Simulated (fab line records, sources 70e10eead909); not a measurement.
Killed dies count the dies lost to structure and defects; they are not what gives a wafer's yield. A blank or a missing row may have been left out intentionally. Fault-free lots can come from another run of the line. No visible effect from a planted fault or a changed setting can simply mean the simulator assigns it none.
Which of the tools did it?	flow nandHarc	11 lots with 33 wafers sampled at 5 steps, on a route of 1302 steps

== WHAT THE GAUGES SHOWED, per wafer ==
NHARC_END_SORT_01.
lot	measured	on	defectLimitedYield (%)
L309	day 31 12:11	prober-01	86.6
L311	day 32 01:34	prober-02	86.0 89.2 0
L312	day 32 08:37	prober-01	0 0 95.0

== WHAT TOOL EACH LOT RAN ON (gives the tool, then ch and the chambers of the sampled wafers, and finally the start) ==
lot	NHARC_A_BONDPAD_ETCH_24	NHARC_A_BONDPAD_PVD_27	NHARC_HYBRID_BOND_ACTIVATE_00	NHARC_THIN_TSV_ECD_20
L292	rieDiel-06 ch 0,1,3, day 23 00:01 or earlier	pvdSputter-01, day 23 00:01 or earlier	rieDiel-03 ch 2,3, day 23 00:01	ecdCu-01 ch 0,1, day 23 14:52
L294	rieDiel-06 ch 0,1,3, day 23 15:20 or earlier	pvdSputter-01, day 23 15:20 or earlier	rieDiel-03 ch 0,2,3, day 23 15:20	ecdCu-01 ch 1, day 24 08:59
L296	rieDiel-05 ch 0,1,3, day 25 01:33 or earlier	pvdSputter-03, day 25 01:33 or earlier	rieDiel-03 ch 0,1,2, day 25 01:33	ecdCu-02 ch 0,1, day 26 12:44
L300	rieDiel-06 ch 2,3, day 25 23:26 or earlier	pvdSputter-03, day 25 23:26 or earlier	rieDiel-01 ch 0,2, day 25 23:26	ecdCu-01 ch 0,1, day 26 17:49
L298	rieDiel-05 ch 0,2, day 26 04:31	pvdSputter-03, day 26 06:38 or earlier	rieDiel-01 ch 0,2,3, day 26 06:38	ecdCu-02 ch 0,1, day 26 22:23
L302	rieDiel-05 ch 0,1,3, day 27 04:50 or earlier	pvdSputter-01, day 27 04:50 or earlier	rieDiel-03 ch 1,2,3, day 27 04:50	ecdCu-02 ch 0,1, day 28 05:51
L304	rieDiel-13 ch 1,2,3, day 27 23:47 or earlier	pvdSputter-01, day 27 23:47 or earlier	rieDiel-07 ch 0,1,3, day 27 23:47	ecdCu-02 ch 0,1, day 28 15:58
L305	rieDiel-13 ch 1,2, day 28 13:07 or earlier	pvdSputter-02, day 28 13:07 or earlier	rieDiel-03 ch 1,2,3, day 28 13:07	ecdCu-01 ch 0,1, day 29 05:25
L309	rieDiel-05 ch 0,1,2, day 30 03:12 or earlier	pvdSputter-03, day 30 03:12 or earlier	rieDiel-03 ch 0,2,3, day 30 03:12	ecdCu-01 ch 0,1, day 31 00:54
L311	rieDiel-06 ch 2,3, day 30 20:55 or earlier	pvdSputter-03, day 30 20:55 or earlier	rieDiel-03 ch 0,1, day 30 20:55	ecdCu-01 ch 0,1, day 31 12:34
L312	rieDiel-06 ch 0,2, day 31 05:14 or earlier	pvdSputter-01, day 31 05:14 or earlier	rieDiel-03 ch 0,2,3, day 31 05:14	ecdCu-01 ch 0,1, day 31 20:41
- NHARC_A_BONDPAD_ETCH_24: etches the open film in CF4/N2, target depth 30 nm, time 72.99 s.
- NHARC_A_BONDPAD_PVD_27: deposits Cu, target thk 30 nm, time 20.49 s.
- NHARC_HYBRID_BOND_ACTIVATE_00: chemistry N2, time 60 s.
- NHARC_THIN_TSV_ECD_20: material Cu, target thk 2000 nm.

== THE ANSWER, worked out from the rows above alone ==
Rule: what is usual is taken from the lots themselves. The widest of any qualifying gaps counts: lots, ordered by their means at a reading, are off when they make up no more than a third of the lots, leave a main group of 4 or more, and stand apart from it by 3 or more times the standard deviation of that group's means. A main group is skipped when, at the precision printed for the reading in the tables above, its means are all equal. A lot without any number at a reading at which 4 lots or more have one is off too. All remaining lots with rows at the step are treated as sound.
Across all readings shown, no lot is off: no conclusion can be drawn from this.

== WHAT HAD BEEN PUT IN BY THE SIMULATOR ==
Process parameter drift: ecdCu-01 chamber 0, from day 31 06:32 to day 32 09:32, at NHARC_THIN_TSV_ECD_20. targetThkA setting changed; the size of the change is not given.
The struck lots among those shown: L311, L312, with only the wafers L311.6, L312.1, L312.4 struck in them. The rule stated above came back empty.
